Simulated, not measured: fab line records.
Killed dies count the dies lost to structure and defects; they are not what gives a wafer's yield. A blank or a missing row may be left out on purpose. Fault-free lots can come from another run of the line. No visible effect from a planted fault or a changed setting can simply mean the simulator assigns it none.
A lot that was struck, set against a sound lot :: flow n5 finfet :: 16 out of 1938 route steps
Sound: these wafers, L992.4, L992.5, L992.6. The struck wafers were L997.3, L997.5. The cause comes at the end.
Each step with rows lists, per side, the tool, then ch with its chambers, then its first start. Under that, the readings that differ: sound wafers :: struck wafers :: difference of the means :: sigmas: that difference in standard deviations of wafers without a fault.
alike: readings whose means differ by less than 2 such deviations, and words and numbers that are the same on both sides. not compared: withheld readings, readings that some wafer has no value for, bounds like >300 that may hide the same value, and numbers for which the record gives no deviation and whose values overlap.
A row with sigmas, a row that says differs or no value, or rows on one side alone: a step with any of these is where the two part. Non-overlapping numbers with no deviation appear without sigmas and do not part them. A reading that every wafer of one side lacks parts them only if that side has two wafers or more.

first, 3 steps without rows for these wafers: N5_SDB_PRECLEAN_38 (cleans in dHF, time 10 s); N5_SDB_PRECLEAN_39 (cleans in O3/DIW, time 45 s); N5_SDB_SRD_28 (time 30 s).
N5_SDB_ALD_29: deposits SiNx, target thk 30 nm, pulse time 1 s, ald cycles 600.
  sound on ald sin-04 ch 0,1,3, day 4 13:43; struck on ald sin-02 ch 2,3, day 5 18:21
  alike: heater power w, precursor pulse height rel
N5_SDB_CMP_30: polishes, stops on poly-Si, t overpolish 1.54 s, target thk 30 nm.
  sound on cmp-04 ch 2,3, day 4 16:29; struck on cmp-04 ch 1,3, day 5 21:10
  alike: motor current A, overpolish run s, retaining ring pressure frac, time to endpoint s
N5_SDB_THK_MEAS_31:
  sound on film metro-01, day 4 16:44; struck on film metro-01, day 5 21:23
  alike: SDB_THK
N5_SDB_INSPECT_36: inspects for defects (darkfield).
  sound on defect inspect-01, day 4 16:46; struck on defect inspect-01, day 5 21:24
  alike: raw defect count
N5_DUMMY_REMOVAL_HM_STRIP_01: strips SiNx in CH3F/O2, stops on poly-Si, target depth 4 nm, time 6.8 s.
  sound on rie diel-03 ch 0,2,3, day 4 16:48; struck on rie diel-05 ch 0,3, day 5 21:26
reading: oes product au (a.u.)
sound: 0.60 0.56 0.61
struck: 0.68 0.78
difference: +0.14
sigmas: +2
  alike: CH3F_flow_sccm, drypump motor current A, rf vpp V, showerhead plenum p Torr, throttle valve pct
  not compared: rf hours counter h
N5_DUMMY_REMOVAL_STRIP_10: strips in N2/H2, time 40 s.
  sound on rie diel-03 ch 0,2,3, day 4 16:50; struck on rie diel-05 ch 0,3, day 5 21:28
  alike: drypump motor current A, h2 flow sccm, n2 flow sccm, oes product au, rf vpp V, showerhead plenum p Torr, throttle valve pct
  not compared: rf hours counter h
then, 2 steps without rows for these wafers: N5_DUMMY_REMOVAL_PRECLEAN_07 (cleans in dHF, time 30 s); N5_DUMMY_REMOVAL_DUMMY_REMOVE_02 (chemistry TMAH, target poly-Si, stops on SiO2, target depth 142 nm, time 57 s, rinse time 30 s).
N5_DUMMY_REMOVAL_INSPECT_06: inspects for defects (brightfield).
  sound on defect inspect-02, day 4 17:00; struck on defect inspect-01, day 5 21:38
  alike: raw defect count
N5_DUMMY_REMOVAL_PRECLEAN_08: cleans in NF3:NH3, afs cycles 2, time 20 s, sublimation time 60 s.
  sound on remote plasma-02 ch 0, day 4 17:07; struck on remote plasma-01 ch 0, day 5 21:44
reading: temp c (C)
sound: 30.15 30.15 30.07
struck: 30.43 30.51
difference: +0.35
sigmas: +3
then, 1 step without rows for these wafers: N5_DUMMY_REMOVAL_PRECLEAN_04 (cleans in DHF, time 37 s).
-- record jumps: 4 days separate the struck wafers' starts on either side; left off in module DUMMY_REMOVAL, taken up again in module BEOL_M4, whose first shown step is the route's number 1111 --
N5_BEOL_M4_RC_MEAS_101:
  sound on prober-02 ch 0, day 8 18:35; struck on prober-02 ch 0, day 10 01:18
  alike: DIBL_N, DIBL_P, IOFF_N, IOFF_P, ION_N, ION_P, SS_N, SS_P, VT_N, VT_P
-- here the record skips 5 days between the struck wafers' starts before and after, leaving off in module BEOL_M4 and picking up in module PASSIVATION (first step shown: number 1936 of the route) --
N5_PASSIVATION_PROBE_49:
  record: rows for the struck wafers here (prober-01, day 14 14:17), none for the sound ones

== WHERE THEY PART ==
Earliest at N5_DUMMY_REMOVAL_HM_STRIP_01; latest, in this record, at N5_PASSIVATION_PROBE_49.

WHY: whatever the simulator had introduced
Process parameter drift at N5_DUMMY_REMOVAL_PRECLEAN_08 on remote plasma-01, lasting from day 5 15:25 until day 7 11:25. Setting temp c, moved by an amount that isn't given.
